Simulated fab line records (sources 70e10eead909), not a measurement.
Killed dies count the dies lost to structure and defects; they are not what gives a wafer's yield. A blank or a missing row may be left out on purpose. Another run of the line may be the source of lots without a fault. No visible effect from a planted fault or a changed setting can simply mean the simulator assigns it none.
Matching of chambers :: flow nandHarc :: 4 sister chambers for NHARC_A_CHANNEL_HOLE_D2_ETCH_44 on rieDiel-01
The step etches the open film in CF4/O2, target depth 140 nm, overetch 14 nm, time 77 s. 18 wafers are shown with their chamber, then 9 later ones without.

WAFERS PAIRED WITH THEIR CHAMBERS
wafer: L076.3
chamber: 2
drypumpMotorCurrentA (A): 4.9
showerheadPlenumPTorr (Torr): 1.32
rfVppV (V): 197.5

wafer: L076.5
chamber: 2
drypumpMotorCurrentA (A): 4.9
showerheadPlenumPTorr (Torr): 1.32
rfVppV (V): 198.3

wafer: L076.6
chamber: 3
drypumpMotorCurrentA (A): 5.8
showerheadPlenumPTorr (Torr): 1.35
rfVppV (V): 198.6

wafer: L078.3
chamber: 1
drypumpMotorCurrentA (A): 6.1
showerheadPlenumPTorr (Torr): 1.28
rfVppV (V): 195.6

wafer: L078.4
chamber: 2
drypumpMotorCurrentA (A): 4.9
showerheadPlenumPTorr (Torr): 1.32
rfVppV (V): 196.5

wafer: L078.5
chamber: 3
drypumpMotorCurrentA (A): 5.8
showerheadPlenumPTorr (Torr): 1.35
rfVppV (V): 199.1

wafer: L079.2
chamber: 1
drypumpMotorCurrentA (A): 6.2
showerheadPlenumPTorr (Torr): 1.28
rfVppV (V): 196.2

wafer: L079.5
chamber: 3
drypumpMotorCurrentA (A): 5.8
showerheadPlenumPTorr (Torr): 1.34
rfVppV (V): 198.7

wafer: L079.6
chamber: 1
drypumpMotorCurrentA (A): 6.2
showerheadPlenumPTorr (Torr): 1.28
rfVppV (V): 196.9

wafer: L080.3
chamber: 0
drypumpMotorCurrentA (A): 6.4
showerheadPlenumPTorr (Torr): 1.36
rfVppV (V): 198.7

wafer: L080.4
chamber: 3
drypumpMotorCurrentA (A): 5.8
showerheadPlenumPTorr (Torr): 1.35
rfVppV (V): 198.1

wafer: L080.6
chamber: 0
drypumpMotorCurrentA (A): 6.4
showerheadPlenumPTorr (Torr): 1.36
rfVppV (V): 198.2

wafer: L081.2
chamber: 2
drypumpMotorCurrentA (A): 4.9
showerheadPlenumPTorr (Torr): 1.32
rfVppV (V): 197.8

wafer: L081.4
chamber: 0
drypumpMotorCurrentA (A): 6.4
showerheadPlenumPTorr (Torr): 1.36
rfVppV (V): 198.2

wafer: L081.6
chamber: 3
drypumpMotorCurrentA (A): 5.8
showerheadPlenumPTorr (Torr): 1.34
rfVppV (V): 197.9

wafer: L086.4
chamber: 3
drypumpMotorCurrentA (A): 5.7
showerheadPlenumPTorr (Torr): 1.34
rfVppV (V): 198.1

wafer: L086.5
chamber: 1
drypumpMotorCurrentA (A): 6.2
showerheadPlenumPTorr (Torr): 1.28
rfVppV (V): 196.5

wafer: L086.6
chamber: 0
drypumpMotorCurrentA (A): 6.4
showerheadPlenumPTorr (Torr): 1.36
rfVppV (V): 198.2

SIGNATURES (means of the wafers above)
reading: drypumpMotorCurrentA
chamber 0: 6.400
chamber 1: 6.175
chamber 2: 4.900
chamber 3: 5.783
scatter within a chamber: 0.0336

reading: showerheadPlenumPTorr
chamber 0: 1.3600
chamber 1: 1.2800
chamber 2: 1.3200
chamber 3: 1.3450
scatter within a chamber: 0.00327

reading: rfVppV
chamber 0: 198.325
chamber 1: 196.300
chamber 2: 197.525
chamber 3: 198.417
scatter within a chamber: 0.525
Rule: distance of a wafer from a chamber = root of the sum over the readings of ((wafer's reading minus chamber's mean) / reading's scatter) squared. The wafer belongs to the nearest chamber; if the next one is less than 2 further off, it can't be placed. The scatter is the square root of a quotient: the sum, over the shown wafers, of each reading's squared deviation from its chamber's mean, divided by wafers minus chambers.

WAFERS WITHOUT THEIR CHAMBER
wafer: L087.3
drypumpMotorCurrentA (A): 4.9
showerheadPlenumPTorr (Torr): 1.32
rfVppV (V): 197.2

wafer: L087.4
drypumpMotorCurrentA (A): 6.2
showerheadPlenumPTorr (Torr): 1.28
rfVppV (V): 197.9

wafer: L087.6
drypumpMotorCurrentA (A): 6.1
showerheadPlenumPTorr (Torr): 1.28
rfVppV (V): 196.3

wafer: L089.2
drypumpMotorCurrentA (A): 6.2
showerheadPlenumPTorr (Torr): 1.28
rfVppV (V): 196.4

wafer: L089.3
drypumpMotorCurrentA (A): 4.9
showerheadPlenumPTorr (Torr): 1.32
rfVppV (V): 198.0

wafer: L089.4
drypumpMotorCurrentA (A): 6.4
showerheadPlenumPTorr (Torr): 1.36
rfVppV (V): 197.5

wafer: L095.1
drypumpMotorCurrentA (A): 4.9
showerheadPlenumPTorr (Torr): 1.32
rfVppV (V): 198.9

wafer: L095.4
drypumpMotorCurrentA (A): 6.1
showerheadPlenumPTorr (Torr): 1.28
rfVppV (V): 197.5

wafer: L095.5
drypumpMotorCurrentA (A): 4.9
showerheadPlenumPTorr (Torr): 1.32
rfVppV (V): 197.9

WHICH CHAMBER EACH WENT THROUGH
wafer: L087.3
from the rows above: 2
in truth: 2

wafer: L087.4
from the rows above: 1
in truth: 1

wafer: L087.6
from the rows above: 1
in truth: 1

wafer: L089.2
from the rows above: 1
in truth: 1

wafer: L089.3
from the rows above: 2
in truth: 2

wafer: L089.4
from the rows above: 0
in truth: 0

wafer: L095.1
from the rows above: 2
in truth: 2

wafer: L095.4
from the rows above: 1
in truth: 1

wafer: L095.5
from the rows above: 2
in truth: 2
Correct placement for 9 of the 9. Can't be placed from these rows: 0. 0 placed wrongly.
